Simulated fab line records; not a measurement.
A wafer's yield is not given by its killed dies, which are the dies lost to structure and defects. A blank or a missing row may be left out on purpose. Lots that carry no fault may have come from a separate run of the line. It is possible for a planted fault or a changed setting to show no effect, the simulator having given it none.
Chamber matching + flow nand harc + NHARC_A_M1_PRE_CLEAN_32 on pecvd-02: 3 sister chambers
The step time 12 s. 14 wafers are shown with their chamber, then 7 later ones without.

EACH WAFER AND ITS CHAMBER
| wafer  | chamber | rf fwd power W (W) | heater power w (W) |
|--------|---------|--------------------|--------------------|
| L248.1 | 0       | 292.4              | 648                |
| L248.2 | 2       | 291.8              | 599                |
| L248.5 | 0       | 291.8              | 633                |
| L249.2 | 0       | 292.9              | 570                |
| L249.3 | 1       | 293.6              | 650                |
| L249.5 | 0       | 290.1              | 585                |
| L250.3 | 0       | 292.1              | 631                |
| L250.5 | 1       | 293.4              | 731                |
| L250.6 | 0       | 292.7              | 629                |
| L256.1 | 0       | 294.0              | 629                |
| L256.3 | 2       | 292.2              | 585                |
| L256.6 | 0       | 293.4              | 637                |
| L257.3 | 2       | 291.9              | 654                |
| L257.4 | 2       | 292.5              | 670                |

SIGNATURES (means of the wafers above)
| reading        | chamber 0 | chamber 1 | chamber 2 | scatter within a chamber |
|----------------|-----------|-----------|-----------|--------------------------|
| rf fwd power W | 292.425   | 293.500   | 292.100   | 0.951                    |
| heater power w | 620.25    | 690.50    | 627.00    | 35.2                     |
Rule: a wafer lies at a distance from a chamber equal to the root of the sum of squares, over the readings, of (its reading less the chamber's mean, divided by the reading's scatter). If the next closest chamber is less than 2 further off than the closest, the wafer can't be placed; otherwise it belongs to the closest. The scatter: take each reading less its chamber's mean, square it, sum over the shown wafers, divide by the number of wafers less the number of chambers, and take the root.

WAFERS WHOSE CHAMBER IS MISSING
| wafer  | rf fwd power W (W) | heater power w (W) |
|--------|--------------------|--------------------|
| L257.5 | 291.5              | 799                |
| L259.1 | 293.0              | 633                |
| L259.3 | 292.2              | 717                |
| L259.6 | 292.9              | 648                |
| L264.1 | 292.3              | 684                |
| L264.4 | 293.3              | 612                |
| L264.5 | 291.8              | 681                |

EACH ONE'S CHAMBER
| wafer  | from the rows above          | in truth |
|--------|------------------------------|----------|
| L257.5 | can't be placed: 1 or 2 or 0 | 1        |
| L259.1 | can't be placed: 0 or 2 or 1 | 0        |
| L259.3 | can't be placed: 1 or 2 or 0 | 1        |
| L259.6 | can't be placed: 0 or 2 or 1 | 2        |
| L264.1 | can't be placed: 1 or 2 or 0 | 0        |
| L264.4 | can't be placed: 0 or 2 or 1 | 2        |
| L264.5 | can't be placed: 2 or 1 or 0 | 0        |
Placed correctly: 0 of 7. Cannot be placed on the basis of these rows: 7; the candidates contain the true chamber in 7. Placed wrongly: 0.
